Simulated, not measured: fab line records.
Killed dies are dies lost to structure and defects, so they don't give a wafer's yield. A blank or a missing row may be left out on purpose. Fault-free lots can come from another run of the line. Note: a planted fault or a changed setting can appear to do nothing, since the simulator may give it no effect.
Matching of chambers :: flow n5 finfet :: 3 sister chambers for N5_BEOL_M2_PECVD_72 on pecvd-04
The step deposits SiO2 from TEOS/O2, target thk 16 nm, time 18 s. 33 wafers are shown with their chamber, then 12 later ones without.

## WAFERS PAIRED WITH THEIR CHAMBERS
wafer: L074.1
chamber: 2
throttle valve pct (%): 21.2
showerhead plenum p Torr (Torr): 8.86
heater power w (W): 690

wafer: L074.3
chamber: 0
throttle valve pct (%): 20.8
showerhead plenum p Torr (Torr): 8.77
heater power w (W): 766

wafer: L074.5
chamber: 0
throttle valve pct (%): 20.6
showerhead plenum p Torr (Torr): 8.77
heater power w (W): 803

wafer: L075.1
chamber: 2
throttle valve pct (%): 20.8
showerhead plenum p Torr (Torr): 8.83
heater power w (W): 691

wafer: L075.4
chamber: 2
throttle valve pct (%): 20.9
showerhead plenum p Torr (Torr): 8.87
heater power w (W): 717

wafer: L075.6
chamber: 0
throttle valve pct (%): 21.1
showerhead plenum p Torr (Torr): 8.77
heater power w (W): 754

wafer: L076.1
chamber: 0
throttle valve pct (%): 21.0
showerhead plenum p Torr (Torr): 8.77
heater power w (W): 754

wafer: L076.2
chamber: 1
throttle valve pct (%): 23.7
showerhead plenum p Torr (Torr): 8.73
heater power w (W): 620

wafer: L076.3
chamber: 2
throttle valve pct (%): 20.9
showerhead plenum p Torr (Torr): 8.85
heater power w (W): 679

wafer: L076.4
chamber: 0
throttle valve pct (%): 20.6
showerhead plenum p Torr (Torr): 8.77
heater power w (W): 744

wafer: L076.5
chamber: 1
throttle valve pct (%): 24.1
showerhead plenum p Torr (Torr): 8.73
heater power w (W): 602

wafer: L076.6
chamber: 2
throttle valve pct (%): 21.0
showerhead plenum p Torr (Torr): 8.85
heater power w (W): 673

wafer: L081.1
chamber: 2
throttle valve pct (%): 21.1
showerhead plenum p Torr (Torr): 8.87
heater power w (W): 636

wafer: L081.4
chamber: 2
throttle valve pct (%): 21.0
showerhead plenum p Torr (Torr): 8.86
heater power w (W): 638

wafer: L081.6
chamber: 0
throttle valve pct (%): 20.6
showerhead plenum p Torr (Torr): 8.80
heater power w (W): 723

wafer: L083.1
chamber: 2
throttle valve pct (%): 21.1
showerhead plenum p Torr (Torr): 8.88
heater power w (W): 605

wafer: L083.2
chamber: 1
throttle valve pct (%): 23.8
showerhead plenum p Torr (Torr): 8.71
heater power w (W): 589

wafer: L083.3
chamber: 0
throttle valve pct (%): 21.0
showerhead plenum p Torr (Torr): 8.78
heater power w (W): 703

wafer: L083.4
chamber: 0
throttle valve pct (%): 20.9
showerhead plenum p Torr (Torr): 8.79
heater power w (W): 709

wafer: L083.5
chamber: 2
throttle valve pct (%): 21.3
showerhead plenum p Torr (Torr): 8.84
heater power w (W): 584

wafer: L083.6
chamber: 1
throttle valve pct (%): 23.9
showerhead plenum p Torr (Torr): 8.70
heater power w (W): 602

wafer: L085.3
chamber: 1
throttle valve pct (%): 23.7
showerhead plenum p Torr (Torr): 8.73
heater power w (W): 646

wafer: L085.5
chamber: 0
throttle valve pct (%): 21.1
showerhead plenum p Torr (Torr): 8.79
heater power w (W): 732

wafer: L085.6
chamber: 1
throttle valve pct (%): 24.0
showerhead plenum p Torr (Torr): 8.72
heater power w (W): 650

wafer: L089.2
chamber: 0
throttle valve pct (%): 20.9
showerhead plenum p Torr (Torr): 8.78
heater power w (W): 667

wafer: L089.3
chamber: 2
throttle valve pct (%): 21.2
showerhead plenum p Torr (Torr): 8.84
heater power w (W): 720

wafer: L089.5
chamber: 0
throttle valve pct (%): 21.0
showerhead plenum p Torr (Torr): 8.76
heater power w (W): 663

wafer: L091.1
chamber: 2
throttle valve pct (%): 21.0
showerhead plenum p Torr (Torr): 8.85
heater power w (W): 717

wafer: L091.2
chamber: 0
throttle valve pct (%): 21.0
showerhead plenum p Torr (Torr): 8.78
heater power w (W): 783

wafer: L091.3
chamber: 0
throttle valve pct (%): 21.1
showerhead plenum p Torr (Torr): 8.79
heater power w (W): 783

wafer: L091.4
chamber: 2
throttle valve pct (%): 21.0
showerhead plenum p Torr (Torr): 8.88
heater power w (W): 714

wafer: L091.5
chamber: 0
throttle valve pct (%): 21.2
showerhead plenum p Torr (Torr): 8.78
heater power w (W): 763

wafer: L091.6
chamber: 2
throttle valve pct (%): 21.2
showerhead plenum p Torr (Torr): 8.86
heater power w (W): 717

SIGNATURES (averages over the wafers above)
reading: throttle valve pct
chamber 0: 20.921
chamber 1: 23.867
chamber 2: 21.054
scatter within a chamber: 0.174

reading: showerhead plenum p Torr
chamber 0: 8.7786
chamber 1: 8.7200
chamber 2: 8.8569
scatter within a chamber: 0.0132

reading: heater power w
chamber 0: 739.07
chamber 1: 618.17
chamber 2: 675.46
scatter within a chamber: 41.5
Rule: a wafer lies at a distance from a chamber equal to the root of the sum of squares, over the readings, of (its reading less the chamber's mean, divided by the reading's scatter). The wafer belongs to the nearest chamber; if the next one is less than 2 further off, it can't be placed. The scatter is the square root of a quotient: the sum, over the shown wafers, of each reading's squared deviation from its chamber's mean, divided by wafers minus chambers.

## WAFERS WHOSE CHAMBER IS MISSING
wafer: L092.2
throttle valve pct (%): 21.1
showerhead plenum p Torr (Torr): 8.87
heater power w (W): 704

wafer: L092.3
throttle valve pct (%): 20.9
showerhead plenum p Torr (Torr): 8.76
heater power w (W): 768

wafer: L092.6
throttle valve pct (%): 20.9
showerhead plenum p Torr (Torr): 8.76
heater power w (W): 760

wafer: L094.1
throttle valve pct (%): 23.9
showerhead plenum p Torr (Torr): 8.73
heater power w (W): 651

wafer: L094.2
throttle valve pct (%): 20.9
showerhead plenum p Torr (Torr): 8.78
heater power w (W): 773

wafer: L094.3
throttle valve pct (%): 21.4
showerhead plenum p Torr (Torr): 8.85
heater power w (W): 624

wafer: L094.4
throttle valve pct (%): 21.1
showerhead plenum p Torr (Torr): 8.77
heater power w (W): 806

wafer: L094.5
throttle valve pct (%): 21.1
showerhead plenum p Torr (Torr): 8.84
heater power w (W): 639

wafer: L094.6
throttle valve pct (%): 24.1
showerhead plenum p Torr (Torr): 8.72
heater power w (W): 667

wafer: L095.2
throttle valve pct (%): 21.3
showerhead plenum p Torr (Torr): 8.85
heater power w (W): 702

wafer: L095.4
throttle valve pct (%): 21.3
showerhead plenum p Torr (Torr): 8.79
heater power w (W): 710

wafer: L095.5
throttle valve pct (%): 24.0
showerhead plenum p Torr (Torr): 8.73
heater power w (W): 648

## THE CHAMBER EACH PASSED THROUGH
wafer: L092.2
from the rows above: 2
in truth: 2

wafer: L092.3
from the rows above: 0
in truth: 0

wafer: L092.6
from the rows above: 0
in truth: 0

wafer: L094.1
from the rows above: 1
in truth: 1

wafer: L094.2
from the rows above: 0
in truth: 0

wafer: L094.3
from the rows above: 2
in truth: 2

wafer: L094.4
from the rows above: 0
in truth: 0

wafer: L094.5
from the rows above: 2
in truth: 2

wafer: L094.6
from the rows above: 1
in truth: 1

wafer: L095.2
from the rows above: 2
in truth: 2

wafer: L095.4
from the rows above: 0
in truth: 0

wafer: L095.5
from the rows above: 1
in truth: 1
Correct placement for 12 of the 12. Number that these rows cannot place: 0. Placed wrongly: 0.
